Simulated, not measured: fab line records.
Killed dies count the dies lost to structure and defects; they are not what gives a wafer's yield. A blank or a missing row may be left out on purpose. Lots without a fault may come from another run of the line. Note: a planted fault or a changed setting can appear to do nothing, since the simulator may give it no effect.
Split-lot experiment | flow n5-finfet | route with 1938 steps; 7 lots, 39 wafers read

== ON THE SPLIT ==
At N5_DUMMY_GATE_ETCH_37 (etches SOC in N2/H2, target depth 60 nm, overetch 30 nm), the setting source-w was moved away from the recipe's 840 W on 18 of the 39 wafers read, by -5.8% to +14.7%. The other wafers ran this setting at the recipe's value.

The reading is taken at the split's own step.

== THE READING ==
rf-vpp-V, in V, at N5_DUMMY_GATE_ETCH_37 (etches SOC in N2/H2, target depth 60 nm, overetch 30 nm). On this fab line, fault-free wafers typically give 524 V with a standard deviation of 3 V.

wafer  | tool, chamber at the split | source-w as run, W | against the recipe | rf-vpp-V, V | against lot-mates on the recipe
L080.1 | rie-diel-06, 3             | 791.3              | -5.8%              | 538         | +14
L080.2 | rie-diel-06, 2             | 840                | recipe             | 526         | -
L080.3 | rie-diel-06, 0             | 791.3              | -5.8%              | 531         | +7
L080.4 | rie-diel-06, 1             | 840                | recipe             | 520         | -
L080.5 | rie-diel-06, 3             | 840                | recipe             | 527         | -
L080.6 | rie-diel-06, 0             | 791.3              | -5.8%              | 531         | +7
L084.1 | rie-diel-04, 3             | 840                | recipe             | 528         | -
L084.2 | rie-diel-04, 0             | 947.3              | +12.8%             | 505         | -23
L084.3 | rie-diel-04, 1             | 840                | recipe             | 529         | -
L084.4 | rie-diel-04, 2             | 947.3              | +12.8%             | 501         | -27
L084.5 | rie-diel-04, 0             | 840                | recipe             | 526         | -
L084.6 | rie-diel-04, 1             | 947.3              | +12.8%             | 505         | -23
L087.1 | rie-diel-04, 0             | 840                | recipe             | 525         | -
L087.5 | rie-diel-04, 0             | 840                | recipe             | 525         | -
L087.6 | rie-diel-04, 3             | 840                | recipe             | 527         | -
L088.1 | rie-diel-05, 0             | 890.4              | +6.0%              | 511         | -13
L088.2 | rie-diel-05, 2             | 840                | recipe             | 527         | -
L088.3 | rie-diel-05, 1             | 890.4              | +6.0%              | 511         | -13
L088.4 | rie-diel-05, 3             | 840                | recipe             | 522         | -
L088.5 | rie-diel-05, 1             | 890.4              | +6.0%              | 512         | -12
L088.6 | rie-diel-05, 0             | 840                | recipe             | 523         | -
L091.1 | rie-diel-06, 0             | 840                | recipe             | 528         | -
L091.2 | rie-diel-06, 3             | 840                | recipe             | 527         | -
L091.3 | rie-diel-06, 1             | 840                | recipe             | 529         | -
L091.4 | rie-diel-06, 3             | 963.7              | +14.7%             | 503         | -25
L091.5 | rie-diel-06, 1             | 963.7              | +14.7%             | 506         | -22
L091.6 | rie-diel-06, 0             | 963.7              | +14.7%             | 505         | -23
L092.1 | rie-diel-05, 2             | 840                | recipe             | 524         | -
L092.2 | rie-diel-05, 0             | 840                | recipe             | 522         | -
L092.3 | rie-diel-05, 1             | 840                | recipe             | 522         | -
L092.4 | rie-diel-05, 3             | 908.9              | +8.2%              | 508         | -15
L092.5 | rie-diel-05, 1             | 908.9              | +8.2%              | 508         | -15
L092.6 | rie-diel-05, 2             | 908.9              | +8.2%              | 511         | -12
L095.1 | rie-diel-05, 3             | 883.1              | +5.1%              | 511         | -13
L095.2 | rie-diel-05, 2             | 840                | recipe             | 525         | -
L095.3 | rie-diel-05, 0             | 840                | recipe             | 522         | -
L095.4 | rie-diel-05, 1             | 883.1              | +5.1%              | 514         | -10
L095.5 | rie-diel-05, 2             | 840                | recipe             | 524         | -
L095.6 | rie-diel-05, 3             | 883.1              | +5.1%              | 510         | -14

THE FIT
A straight line over all 39 wafers: rf-vpp-V changes by -1.61 V for each +1% of source-w; r = -0.95; the points scatter about the line by 3.1 V.
The same after taking each lot's own level away (the mean of its wafers on the recipe; 39 wafers): -1.72 V for each +1%; r = -0.98; scatter 2.3 V.
The reading moves by 25 V for the largest change in source-w, on that fit.
The span of the lots' own levels, 522.7 to 528.0 V, comes to 1.8 times the standard deviation stated above.
So the lot-to-lot level changes the slope little: the two slopes agree.
Check: with one of the wafers moved furthest among these (+14.7%) left out of the fit, the line predicts -25.9 V for it against its lot-mates. It came out at -25 V against them.
Tool readings at the split's step, against how far the setting was moved: rf-vpp-V r = -0.95.

== THESE WAFERS: OTHER SPLITS ==
Note: prior to the reading, these wafers also went through further splits. Each is held against what the fit with the lots' levels taken away leaves over:
other split on the same wafers  | wafers away from the commonest value | r with rf-vpp-V (lot level and that fit taken away)
N5_DUMMY_GATE_EXPOSE_12 dose-mj | 9                                    | -0.07

== THE FILE'S OWN FIT ==
rf-vpp-V changes by -1.75 V for each +1% of source-w, r = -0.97.
